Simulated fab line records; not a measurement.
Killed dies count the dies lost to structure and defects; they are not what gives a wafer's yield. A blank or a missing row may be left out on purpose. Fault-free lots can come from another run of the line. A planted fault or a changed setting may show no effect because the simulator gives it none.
fab line records | flow n5_finfet
record: lots: 7 wafers: 39
route steps=1938 shown PMOS_HMC_CHANNEL_EPI@64 FIN_CUT@175 HKMG_FIN@403 BEOL_M0_SAQP@692 BEOL_M0@748 BEOL_M2@890 BEOL_M4@1070 BEOL_M6@1251 BEOL_M9@1417 BEOL_M10@1509 BEOL_M14@1716 BEOL_M15@1827 PASSIVATION@1915
start_h: hours from the record's opening day to when the first of the lot's shown wafers began | wait_h: time in hours since the lot's previous step | " unchanged from the row above | L1.1+2: a single row standing in for several wafers | - no value, or no start was given | * or withheld: withheld | < > ~ a bound
route shown NAME@n: a module of which the file shows steps, and the number in the route of the first | usual: the fault-free wafers' mean and standard deviation | same: alike in all rows | chamber/n: place in a boat | sites: each site's reading | _std_site: standard deviation across them | _edge_site: inner sites' mean taken away from outer sites' mean | radius_mm: how far each site lies from the wafer's centre | mask NAME#n: copy n | behind: the tool/chamber that last shaped the wafer | hold: reason for holding the lot/hours on hold/outcome of the hold | device: which transistor (n, p or np) failed to switch | end of line: at the end of the route, the tests of the same wafers | a step given without rows: its recipe and nothing more | killed: dies lost to structure and defects at the first sort, not the wafer's yield | map: per-die view of a wafer (x killed, . not killed, _ where there is no die)
set.NAME: the setting as run; set.NAME@STEP: as run at that earlier step | model.NAME: the simulator's own value behind a step, which no gauge read
lots with deliberately changed settings; one table per step, one row per wafer
== steps ==
step: N5_PMOS_HMC_CHANNEL_EPI_DEVELOP_08
recipe: develop_time_s: 30 developer: TMAH resist: CAR-ArF-block dev_temp_c: 23 rinse_liquid: diw dry: air_spin
step: N5_FIN_CUT_PRECLEAN_35
recipe: time_s: 13.3 temp_c: 45 pressure_torr: 125 p_hf_torr: 3 p_coreactant_torr: 25 chemistry: vHF
step: N5_HKMG_FIN_ETCH_55
recipe: chemistry: N2/H2 target: SOC target_depth_a: 2400 temp_c: 40 time_s: 300 ion_energy_ev: 200 mask_material: SiARC pressure_mtorr: 30 source_w: 840 bias_w: 150 n2_flow_sccm: 200 h2_flow_sccm: 200
step: N5_HKMG_FIN_ETCH_58
recipe: chemistry: N2/H2 target: SOC target_depth_a: 2158 ion_energy_ev: 50 bias_w: 13 time_s: 741 pressure_mtorr: 30 source_w: 875 n2_flow_sccm: 200 h2_flow_sccm: 200
step: N5_BEOL_M0_SAQP_DESCUM_45
recipe: chemistry: O2 time_s: 7 source_power_w: 50 bias_power_w: 20 pressure_mtorr: 20 rf_frequency_hz: 2.712e+07 temp_c: 40 resist: CAR-EUV o2_flow_sccm: 225
step: N5_BEOL_M0_DEP_125
recipe: material: SiCN target_thk_a: 80 temp_c: withheld precursor: 3MS/NH3 pressure_torr: 3 rf_w: 202 time_s: 14
step: N5_BEOL_M2_TRENCH_ETCH_37
recipe: chemistry: C4F6/O2 target_depth_a: 555.55 target: SiOC time_s: 29.2 ion_energy_ev: 250 pressure_mtorr: 30 source_w: 355 bias_w: 185 Ar_flow_sccm: 300 C4F6_flow_sccm: 10 O2_flow_sccm: 10
step: N5_BEOL_M4_TRENCH_ETCH_37
step: N5_BEOL_M6_ALD_77
recipe: material: TaN target_thk_a: 20 temp_c: 275 ald_precursor_family: PDMAT ald_co_reactant: NH3 pressure_torr: 3 carrier_flow_sccm: 1500 pulse_time_s: 2 purge_time_s: 3 co_reactant_purge_time_s: 2 co_reactant_pulse_time_s: 3 ald_cycles: 40 precursor_vessel_temp_c: 75 precursor_vessel_pressure_torr: 26.25 precursor_vessel_carrier_sccm: 1000
step: N5_BEOL_M9_DESCUM_16
recipe: chemistry: O2 time_s: 7.9 source_power_w: 50 bias_power_w: 20 pressure_mtorr: 20 rf_frequency_hz: 2.712e+07 temp_c: 40 resist: CAR-ArF o2_flow_sccm: 225
step: N5_BEOL_M10_VIA_ETCH_34
recipe: chemistry: C4F6/O2 target: SiCOH_lowk target_depth_a: 1845 mask_material: SOC taper_deg: 4 time_s: 69.2 ion_energy_ev: 250 pressure_mtorr: 30 source_w: 345 bias_w: 185 Ar_flow_sccm: 300 C4F6_flow_sccm: 10 O2_flow_sccm: 10
step: N5_BEOL_M14_ILD_DEP_00
recipe: material: SiO2 target_thk_a: 11193 temp_c: 400 precursor: TEOS/O2 pressure_torr: 6.5 rf_w: 900 teos_flow_sccm: 161.4 gas: O2 flow_sccm: 2650 time_s: 237.4
step: N5_BEOL_M15_DEP_53
recipe: material: SiCN target_thk_a: 500 temp_c: withheld precursor: 3MS/NH3 pressure_torr: 3 rf_w: 675 time_s: 17.8
step: N5_PASSIVATION_PECVD_53
recipe: material: SiO2 target_thk_a: 8000 temp_c: 400 precursor: TEOS/O2 pressure_torr: 6.5 rf_w: withheld teos_flow_sccm: withheld gas: O2 flow_sccm: 2650 time_s: 169.4
step: N5_PASSIVATION_PROBE_49
usual: sort_bin_4_leakage: 0/0 sort_n_pass: 1076/18
columns lot.wafer tool chamber start_h wait_h set.develop_time_s@PMOS_HMC_CHANNEL_EPI_DEVELOP_08 set.time_s@FIN_CUT_PRECLEAN_35 set.time_s@HKMG_FIN_ETCH_55 set.target_depth_a@HKMG_FIN_ETCH_58 set.time_s@BEOL_M0_SAQP_DESCUM_45 set.time_s@BEOL_M0_DEP_125 set.time_s@BEOL_M2_TRENCH_ETCH_37 set.time_s@BEOL_M4_TRENCH_ETCH_37 set.ald_cycles@BEOL_M6_ALD_77 set.time_s@BEOL_M9_DESCUM_16 set.time_s@BEOL_M10_VIA_ETCH_34 set.target_thk_a@BEOL_M14_ILD_DEP_00 set.time_s@BEOL_M15_DEP_53 set.time_s@PASSIVATION_PECVD_53 sort_bin_4_leakage[%] sort_n_pass
L077.1 prober-01 - 268.10 0.0 37.52 13.3 300 1558 7 14 16.54 29.2 26 9.218 69.2 15800 11.33 169.4 6.19 0
L077.2 prober-01 - 268.15 0.1 30 13.3 300 2158 7 14 29.2 29.2 26 7.9 88.09 15800 17.8 95.78 0.51 1078
L077.3 prober-01 - 268.20 0.1 30 13.3 478.9 2158 7 8.107 16.54 18.43 40 7.9 88.09 15800 11.33 95.78 0 351
L077.4 prober-01 - 268.25 0.2 37.52 13.3 478.9 1558 8.121 8.107 16.54 18.43 26 9.218 69.2 11193 11.33 95.78 5.00 0
L077.5 prober-01 - 268.30 0.2 30 13.3 478.9 1558 8.121 14 29.2 18.43 40 7.9 69.2 11193 17.8 169.4 80.42 0
L077.6 prober-01 - 268.35 0.3 37.52 13.3 300 2158 8.121 8.107 29.2 29.2 40 9.218 88.09 11193 17.8 169.4 0 1095
L079.1 prober-01 - 311.51 0.0 30 13.3 300 1813 7 14 35.17 41.4 40 7.9 69.2 11193 27.06 169.4 1.36 1063
L079.2 prober-01 - 311.56 0.1 30 13.3 300 2158 5.947 14 29.2 29.2 40 7.9 69.2 11193 17.8 169.4 0 1089
L079.3 prober-01 - 311.61 0.1 30 13.3 300 1813 7 18.91 29.2 41.4 40 7.9 69.2 11193 17.8 169.4 47.71 520
L079.4 prober-01 - 311.66 0.2 30 13.3 300 1813 5.947 14 35.17 29.2 62 7.9 69.2 11193 17.8 169.4 2.63 1031
L079.5 prober-01 - 311.71 0.2 30 13.3 300 2158 7 18.91 35.17 29.2 62 7.9 69.2 11193 27.06 169.4 0 1104
L079.6 prober-01 - 311.76 0.3 30 13.3 300 2158 5.947 18.91 29.2 41.4 62 7.9 69.2 11193 27.06 169.4 0 1073
L081.1 prober-02 - 332.95 0.0 30 13.3 300 2158 7 14 29.2 29.2 40 7.9 93.83 11193 17.8 169.4 0 1057
L081.2 prober-02 - 333.00 0.1 46.85 10.56 300 2158 7 10.02 20.01 15.48 40 12.46 93.83 6577 17.8 87.72 0 6
L081.3 prober-02 - 333.05 0.1 30 13.3 300 1377 7 10.02 20.01 29.2 40 7.9 69.2 11193 17.8 87.72 82.97 0
L081.4 prober-02 - 333.10 0.2 46.85 13.3 300 2158 10.9 10.02 29.2 29.2 40 12.46 93.83 6577 17.8 169.4 0 1076
L081.5 prober-02 - 333.15 0.2 30 10.56 300 1377 10.9 14 20.01 15.48 40 7.9 69.2 6577 17.8 87.72 1.10 0
L081.6 prober-02 - 333.20 0.3 46.85 10.56 300 1377 10.9 14 29.2 15.48 40 12.46 69.2 11193 17.8 169.4 0 0
L088.1 prober-01 - 362.73 0.0 30 8.284 201.8 981.8 7 17.48 29.2 29.2 40 7.9 69.2 11193 17.8 169.4 92.63 0
L088.2 prober-01 - 362.78 0.1 19.67 13.3 300 981.8 7 14 29.2 23.55 40 7.9 69.2 11193 17.8 169.4 92.54 0
L088.3 prober-01 - 362.83 0.1 30 8.284 300 2158 7 14 45.91 29.2 40 7.9 69.2 11193 17.8 169.4 0 1102
L088.4 prober-01 - 362.88 0.2 30 13.3 201.8 2158 7 14 29.2 23.55 40 7.9 69.2 6001 17.8 169.4 0 1030
L088.5 prober-01 - 362.93 0.2 19.67 13.3 201.8 2158 7 17.48 45.91 23.55 40 7.9 69.2 6001 17.8 169.4 0 1091
L088.6 prober-01 - 362.98 0.3 19.67 8.284 300 981.8 7 17.48 45.91 29.2 40 7.9 69.2 6001 17.8 169.4 93.05 0
L089.1 prober-01 - 364.72 0.0 30 7.128 300 2158 5.435 14 29.2 29.2 40 5.968 69.2 16010 17.8 169.4 0 1026
L089.2 prober-01 - 364.77 0.1 37.65 7.128 455.8 2158 7 7.761 29.2 22 40 5.968 69.2 11193 17.8 169.4 0 1017
L089.3 prober-01 - 364.82 0.1 30 13.3 300 2158 7 14 29.2 22 40 7.9 69.2 16010 17.8 169.4 0 1039
L089.4 prober-01 - 364.87 0.2 30 13.3 455.8 1350 5.435 14 29.2 29.2 40 7.9 69.2 11193 17.8 169.4 86.86 0
L089.5 prober-01 - 364.92 0.2 37.65 7.128 455.8 1350 7 7.761 29.2 29.2 40 7.9 69.2 11193 17.8 169.4 90.51 0
L089.6 prober-01 - 364.97 0.3 37.65 13.3 300 1350 5.435 7.761 29.2 22 40 5.968 69.2 16010 17.8 169.4 88.98 0
L092.1 prober-02 - 394.17 0.0 40.75 20.26 250.4 1679 7 14 15.51 17.6 40 7.9 69.2 11193 17.8 207.1 0 0
L092.2 prober-02 - 394.22 0.1 30 20.26 300 2158 9.221 14 15.51 17.6 47 4.279 69.2 6652 12.43 207.1 0 0
L092.3 prober-02 - 394.27 0.1 30 13.3 250.4 2158 9.221 21.89 29.2 17.6 47 7.9 105.2 6652 17.8 207.1 0 0
L092.4 prober-02 - 394.32 0.2 40.75 13.3 300 2158 7 14 29.2 29.2 47 7.9 69.2 11193 12.43 169.4 0 1067
L092.5 prober-02 - 394.37 0.2 40.75 13.3 300 1679 9.221 21.89 15.51 29.2 40 4.279 105.2 11193 12.43 169.4 0.85 0
L092.6 prober-02 - 394.42 0.3 30 20.26 250.4 1679 7 21.89 29.2 29.2 40 4.279 105.2 6652 17.8 169.4 91.10 0
L094.1 prober-02 - 397.93 0.6 30 13.3 300 2158 7 14 29.2 29.2 40 7.9 69.2 11193 17.8 169.4 0 1058
L094.2 prober-02 - 397.98 0.6 30 13.3 300 2158 7 14 29.2 29.2 40 7.9 69.2 11193 17.8 169.4 0 1046
L094.5 prober-02 - 398.13 0.8 30 13.3 300 2158 7 14 29.2 29.2 40 7.9 69.2 11193 17.8 169.4 0 1081
killed by level:class
L077.1 BEOL_M2:area_ecd=1017 BEOL_M3:geometric_particle:open=19 BEOL_M0_SAQP:geometric_particle:short=11 BEOL_M4:geometric_particle:open=9 MOL_CONTACT_COAG:geometric_particle:open=6 STI_FIN_REVEAL:geometric_particle:open=4 GATE_CUT:geometric_particle:short=4 FIN_SAQP:geometric_particle:short=3
L077.2 BEOL_M4:geometric_particle:short=9 FIN_SAQP:geometric_particle:open=8 BEOL_M3:geometric_particle:open=7 BEOL_M5:geometric_particle:open=7 MOL_CONTACT_COAG:geometric_particle:open=6 BEOL_M0_SAQP:geometric_particle:open=6 M6:area_ald=6 GATE_CUT:geometric_particle:short=5
L077.3 BEOL_M2:area_ecd=717 BEOL_M4:area_ecd=23 BEOL_M3:geometric_particle:open=13 FIN_SAQP:geometric_particle:open=7 BEOL_M4:geometric_particle:open=7 GATE_CUT:geometric_particle:open=6 MOL_CONTACT_COAG:geometric_particle:open=6 GATE_CUT:geometric_particle:short=5
L077.4 BEOL_M2:area_ecd=1036 BEOL_M3:geometric_particle:open=13 BEOL_M0_SAQP:geometric_particle:open=9 GATE_CUT:geometric_particle:short=7 BEOL_M1:geometric_particle:open=6 BEOL_M0_SAQP:geometric_particle:short=5 FIN_SAQP:geometric_particle:open=4 GATE_CUT:geometric_particle:open=4
L077.5 BEOL_M4:area_ecd=117 BEOL_M3:geometric_particle:open=18 GATE_CUT:geometric_particle:open=17 GATE_CUT:geometric_particle:short=10 BEOL_M4:geometric_particle:open=9 MOL_CONTACT_COAG:geometric_particle:open=8 BEOL_M3:geometric_particle:short=5 BEOL_M0_SAQP:geometric_particle:open=4
L077.6 MOL_CONTACT_COAG:geometric_particle:open=13 BEOL_M3:geometric_particle:open=11 BEOL_M0_SAQP:geometric_particle:open=8 BEOL_M3:geometric_particle:short=7 MOL_CONTACT_COAG:geometric_particle:short=4 BEOL_M0_SAQP:geometric_particle:short=4 BEOL_M1:geometric_particle:open=4 FIN_SAQP:geometric_particle:open=3
L079.1 MOL_CONTACT_COAG:geometric_particle:open=14 FIN_SAQP:geometric_particle:short=7 FIN_SAQP:geometric_particle:open=7 STI_FIN_REVEAL:geometric_particle:open=7 BEOL_M5:geometric_particle:open=7 MOL_CONTACT_COAG:geometric_particle:short=6 DUMMY_GATE:geometric_particle:open=5 BEOL_M0_SAQP:geometric_particle:short=5
L079.2 FIN_SAQP:geometric_particle:open=9 BEOL_M1:geometric_particle:open=7 BEOL_M4:geometric_particle:open=7 MOL_CONTACT_COAG:geometric_particle:open=6 BEOL_M0_SAQP:geometric_particle:open=6 STI_FIN_REVEAL:geometric_particle:open=5 BEOL_M0_SAQP:geometric_particle:short=5 FIN_SAQP:geometric_particle:short=4
L079.3 MOL_CONTACT_COAG:geometric_particle:open=16 BEOL_M0_SAQP:geometric_particle:short=11 BEOL_M0_SAQP:geometric_particle:open=8 STI_FIN_REVEAL:geometric_particle:open=7 FIN_SAQP:geometric_particle:open=5 MOL_CONTACT_COAG:geometric_particle:short=5 GATE_CUT:geometric_particle:short=4 BEOL_M1:geometric_particle:open=4
L079.4 MOL_CONTACT_COAG:geometric_particle:open=13 BEOL_M0_SAQP:geometric_particle:short=13 BEOL_M1:geometric_particle:open=12 BEOL_M0_SAQP:geometric_particle:open=8 FIN_SAQP:geometric_particle:open=7 STI_FIN_REVEAL:geometric_particle:open=6 STARTING-WAFER:geometric_particle:short=5 FIN_SAQP:geometric_particle:short=4
L079.5 MOL_CONTACT_COAG:geometric_particle:open=13 BEOL_M0_SAQP:geometric_particle:open=11 BEOL_M0_SAQP:geometric_particle:short=10 BEOL_M3:geometric_particle:open=8 BEOL_M1:geometric_particle:open=4 MOL_CONTACT_COAG:geometric_particle:short=3 BEOL_M2:geometric_particle:open=3 FIN_SAQP:geometric_particle:short=2
L079.6 FIN_SAQP:geometric_particle:short=9 STI_FIN_REVEAL:geometric_particle:open=9 BEOL_M3:geometric_particle:open=9 MOL_CONTACT_COAG:geometric_particle:open=8 BEOL_M1:geometric_particle:open=8 BEOL_M0_SAQP:geometric_particle:open=7 BEOL_M2:geometric_particle:open=6 BEOL_M0_SAQP:geometric_particle:short=6
L081.1 FIN_SAQP:geometric_particle:short=18 BEOL_M1:geometric_particle:open=14 BEOL_M0_SAQP:geometric_particle:open=12 MOL_CONTACT_COAG:geometric_particle:open=8 BEOL_M2:geometric_particle:open=8 STI_FIN_REVEAL:geometric_particle:open=6 FIN_SAQP:geometric_particle:open=5 MOL_CONTACT_COAG:geometric_particle:short=4
L081.2 BEOL_M4:area_ecd=820 BEOL_M2:area_ecd=239 FIN_SAQP:geometric_particle:short=17 FIN_SAQP:geometric_particle:open=16 STI_FIN_REVEAL:geometric_particle:open=12 MOL_CONTACT_COAG:geometric_particle:open=8 BEOL_M0_SAQP:geometric_particle:open=7 GATE_CUT:geometric_particle:short=5
L081.3 BEOL_M2:area_ecd=102 BEOL_M2:geometric_particle:open=17 BEOL_M3:geometric_particle:open=11 DUMMY_GATE:geometric_particle:open=9 STI_FIN_REVEAL:geometric_particle:open=8 BEOL_M1:geometric_particle:open=6 FIN_SAQP:geometric_particle:short=5 MOL_CONTACT_COAG:geometric_particle:open=5
L081.4 FIN_SAQP:geometric_particle:open=13 MOL_CONTACT_COAG:geometric_particle:open=12 STI_FIN_REVEAL:geometric_particle:open=11 FIN_SAQP:geometric_particle:short=10 BEOL_M0_SAQP:geometric_particle:open=8 BEOL_M0_SAQP:geometric_particle:short=7 BEOL_M1:geometric_particle:open=6 BEOL_M4:geometric_particle:open=5
L081.5 BEOL_M4:area_ecd=956 BEOL_M2:area_ecd=60 FIN_SAQP:geometric_particle:short=24 MOL_CONTACT_COAG:geometric_particle:open=21 BEOL_M2:geometric_particle:open=12 FIN_SAQP:geometric_particle:open=11 BEOL_M0_SAQP:geometric_particle:open=11 BEOL_M0_SAQP:geometric_particle:short=11
L081.6 BEOL_M4:area_ecd=1068 FIN_SAQP:geometric_particle:short=16 FIN_SAQP:geometric_particle:open=14 BEOL_M0_SAQP:geometric_particle:short=9 BEOL_M3:geometric_particle:open=7 BEOL_M0_SAQP:geometric_particle:open=7 BEOL_M2:geometric_particle:open=6 STARTING-WAFER:geometric_particle:open=5
L088.1 STI_FIN_REVEAL:geometric_particle:open=13 FIN_SAQP:geometric_particle:short=6 BEOL_M0_SAQP:geometric_particle:short=6 BEOL_M2:geometric_particle:open=6 BEOL_M0:geometric_particle:open=5 GATE_CUT:geometric_particle:short=4 BEOL_M0_SAQP:geometric_particle:open=4 BEOL_M2:geometric_particle:short=4
L088.2 FIN_SAQP:geometric_particle:open=7 BEOL_M0_SAQP:geometric_particle:open=7 MOL_CONTACT_COAG:geometric_particle:open=5 PASS1_CAP:geometric_particle:open=5 ILD0:geometric_particle:short=4 ILD0:geometric_particle:open=4 GATE_CUT:geometric_particle:short=4 BEOL_M0_SAQP:geometric_particle:short=4
L088.3 MOL_CONTACT_COAG:geometric_particle:open=7 BEOL_M3:geometric_particle:open=6 STI_FIN_REVEAL:geometric_particle:open=5 BEOL_M1:geometric_particle:open=5 MOL_CONTACT_COAG:geometric_particle:short=4 BEOL_M0_SAQP:geometric_particle:open=4 BEOL_M0:geometric_particle:open=4 FIN_SAQP:geometric_particle:open=3
L088.4 BEOL_M4:area_ecd=61 STI_FIN_REVEAL:geometric_particle:open=10 MOL_CONTACT_COAG:geometric_particle:open=10 BEOL_M0:geometric_particle:open=7 BEOL_M3:geometric_particle:open=7 GATE_CUT:geometric_particle:short=5 DUMMY_GATE:geometric_particle:open=4 BEOL_M2:geometric_particle:open=4
L088.5 BEOL_M0_SAQP:geometric_particle:short=9 STI_FIN_REVEAL:geometric_particle:open=8 GATE_CUT:geometric_particle:short=7 FIN_SAQP:geometric_particle:open=6 FIN_SAQP:geometric_particle:short=5 DUMMY_GATE:geometric_particle:open=5 BEOL_M0_SAQP:geometric_particle:open=5 BEOL_M2:geometric_particle:open=5
L088.6 STI_FIN_REVEAL:geometric_particle:open=14 BEOL_M3:geometric_particle:open=6 DUMMY_GATE:geometric_particle:open=5 FIN_SAQP:geometric_particle:short=4 MOL_CONTACT_COAG:geometric_particle:open=4 BEOL_M0_SAQP:geometric_particle:short=4 STARTING-WAFER:geometric_particle:short=4 BEOL_M0_SAQP:geometric_particle:open=3
L089.1 BEOL_M0_SAQP:geometric_particle:short=22 FIN_SAQP:geometric_particle:open=19 BEOL_M0_SAQP:geometric_particle:open=19 FIN_SAQP:geometric_particle:short=11 BEOL_M3:geometric_particle:open=9 STI_FIN_REVEAL:geometric_particle:open=8 MOL_CONTACT_COAG:geometric_particle:open=8 DUMMY_GATE:geometric_particle:open=5
L089.2 BEOL_M4:area_ecd=54 FIN_SAQP:geometric_particle:open=17 MOL_CONTACT_COAG:geometric_particle:open=12 BEOL_M0_SAQP:geometric_particle:open=11 BEOL_M0_SAQP:geometric_particle:short=10 FIN_SAQP:geometric_particle:short=8 STI_FIN_REVEAL:geometric_particle:open=7 BEOL_M3:geometric_particle:open=6
L089.3 BEOL_M4:area_ecd=39 FIN_SAQP:geometric_particle:short=16 BEOL_M2:geometric_particle:open=11 MOL_CONTACT_COAG:geometric_particle:open=10 FIN_SAQP:geometric_particle:open=8 STI_FIN_REVEAL:geometric_particle:open=7 BEOL_M4:geometric_particle:open=6 GATE_CUT:geometric_particle:short=6
L089.4 FIN_SAQP:geometric_particle:open=21 BEOL_M0_SAQP:geometric_particle:open=17 FIN_SAQP:geometric_particle:short=14 STI_FIN_REVEAL:geometric_particle:open=13 BEOL_M0_SAQP:geometric_particle:short=9 BEOL_M2:geometric_particle:open=7 BEOL_M4:geometric_particle:open=7 STARTING-WAFER:geometric_particle:short=6
L089.5 BEOL_M3:geometric_particle:open=13 FIN_SAQP:geometric_particle:short=12 MOL_CONTACT_COAG:geometric_particle:open=10 FIN_SAQP:geometric_particle:open=9 STI_FIN_REVEAL:geometric_particle:open=9 BEOL_M0_SAQP:geometric_particle:open=9 BEOL_M4:geometric_particle:open=8 BEOL_M0_SAQP:geometric_particle:short=7
L089.6 MOL_CONTACT_COAG:geometric_particle:open=19 FIN_SAQP:geometric_particle:short=16 BEOL_M4:area_ecd=11 FIN_SAQP:geometric_particle:open=9 BEOL_M3:geometric_particle:open=9 STI_FIN_REVEAL:geometric_particle:open=8 MOL_CONTACT_COAG:geometric_particle:short=6 DUMMY_GATE:geometric_particle:open=6
L092.1 BEOL_M2:area_ecd=1047 PASSIVATION:area_pecvd=26 MOL_CONTACT_COAG:geometric_particle:open=14 BEOL_M4:geometric_particle:open=11 BEOL_M0_SAQP:geometric_particle:open=10 BEOL_M0_SAQP:geometric_particle:short=10 BEOL_M2:geometric_particle:open=6 BEOL_M4:area_ecd=5
L092.2 BEOL_M2:area_ecd=1054 STI_FIN_REVEAL:geometric_particle:open=15 BEOL_M0_SAQP:geometric_particle:open=10 BEOL_M0_SAQP:geometric_particle:short=10 BEOL_M3:geometric_particle:open=8 FIN_SAQP:geometric_particle:short=7 BEOL_M4:geometric_particle:open=6 STARTING-WAFER:geometric_particle:open=6
L092.3 PASSIVATION:area_pecvd=812 BEOL_M4:area_ecd=265 MOL_CONTACT_COAG:geometric_particle:open=12 BEOL_M4:geometric_particle:open=10 BEOL_M0_SAQP:geometric_particle:short=9 FIN_SAQP:geometric_particle:short=8 GATE_CUT:geometric_particle:short=8 STI_FIN_REVEAL:geometric_particle:open=7
L092.4 MOL_CONTACT_COAG:geometric_particle:open=17 BEOL_M0_SAQP:geometric_particle:open=10 BEOL_M4:geometric_particle:open=10 STI_FIN_REVEAL:geometric_particle:open=9 BEOL_M0_SAQP:geometric_particle:short=9 MOL_CONTACT_COAG:geometric_particle:short=7 BEOL_M2:geometric_particle:open=7 BEOL_M3:geometric_particle:open=6
L092.5 BEOL_M2:area_ecd=1034 MOL_CONTACT_COAG:geometric_particle:open=22 BEOL_M0_SAQP:geometric_particle:short=17 BEOL_M4:geometric_particle:open=16 BEOL_M0_SAQP:geometric_particle:open=13 STI_FIN_REVEAL:geometric_particle:open=11 BEOL_M3:geometric_particle:open=9 BEOL_M1:geometric_particle:open=6
L092.6 BEOL_M3:geometric_particle:open=12 BEOL_M2:geometric_particle:open=11 BEOL_M4:geometric_particle:open=10 BEOL_M0_SAQP:geometric_particle:open=9 MOL_CONTACT_COAG:geometric_particle:open=8 BEOL_M0_SAQP:geometric_particle:short=8 STI_FIN_REVEAL:geometric_particle:open=5 GATE_CUT:geometric_particle:short=4
L094.1 MOL_CONTACT_COAG:geometric_particle:open=22 STI_FIN_REVEAL:geometric_particle:open=15 BEOL_M0_SAQP:geometric_particle:open=14 FIN_SAQP:geometric_particle:open=7 MOL_CONTACT_COAG:geometric_particle:short=7 BEOL_M0_SAQP:geometric_particle:short=7 FIN_SAQP:geometric_particle:short=5 GATE_CUT:geometric_particle:short=4
L094.2 FIN_SAQP:geometric_particle:short=18 FIN_SAQP:geometric_particle:open=15 BEOL_M0_SAQP:geometric_particle:short=13 STI_FIN_REVEAL:geometric_particle:open=12 MOL_CONTACT_COAG:geometric_particle:open=12 BEOL_M0_SAQP:geometric_particle:open=11 BEOL_M0:geometric_particle:short=8 BEOL_M4:geometric_particle:open=7
L094.5 STI_FIN_REVEAL:geometric_particle:open=13 MOL_CONTACT_COAG:geometric_particle:open=12 BEOL_M0_SAQP:geometric_particle:short=9 FIN_SAQP:geometric_particle:short=7 BEOL_M0_SAQP:geometric_particle:open=7 BEOL_M4:geometric_particle:open=6 BEOL_M2:geometric_particle:open=5 FIN_SAQP:geometric_particle:open=4
== key ==
split: step: N5_PMOS_HMC_CHANNEL_EPI_DEVELOP_08 setting: develop_time_s stated_as: 30
response none clear
split: step: N5_FIN_CUT_PRECLEAN_35 setting: time_s stated_as: 13.3
response none clear
split: step: N5_HKMG_FIN_ETCH_55 setting: time_s stated_as: 300
response none clear
split: step: N5_HKMG_FIN_ETCH_58 setting: target_depth_a stated_as: 2158
response: step: N5_PASSIVATION_PROBE_49 reading: sort_n_pass slope: +20.6 per: 1% together_with: all explained: 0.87
response: step: N5_PASSIVATION_PROBE_49 reading: sort_bin_4_leakage slope: -1.73 per: 1% together_with: all explained: 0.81
split: step: N5_BEOL_M0_SAQP_DESCUM_45 setting: time_s stated_as: 7
response none clear
split: step: N5_BEOL_M0_DEP_125 setting: time_s stated_as: 14
response none clear
split: step: N5_BEOL_M2_TRENCH_ETCH_37 setting: time_s stated_as: 29.2
response none clear
split: step: N5_BEOL_M4_TRENCH_ETCH_37 setting: time_s stated_as: 29.2
response none clear
split: step: N5_BEOL_M6_ALD_77 setting: ald_cycles stated_as: 40
response none clear
split: step: N5_BEOL_M9_DESCUM_16 setting: time_s stated_as: 7.9
response none clear
split: step: N5_BEOL_M10_VIA_ETCH_34 setting: time_s stated_as: 69.2
response none clear
split: step: N5_BEOL_M14_ILD_DEP_00 setting: target_thk_a stated_as: 11193
response none clear
split: step: N5_BEOL_M15_DEP_53 setting: time_s stated_as: 17.8
response none clear
split: step: N5_PASSIVATION_PECVD_53 setting: time_s stated_as: 169.4
response none clear
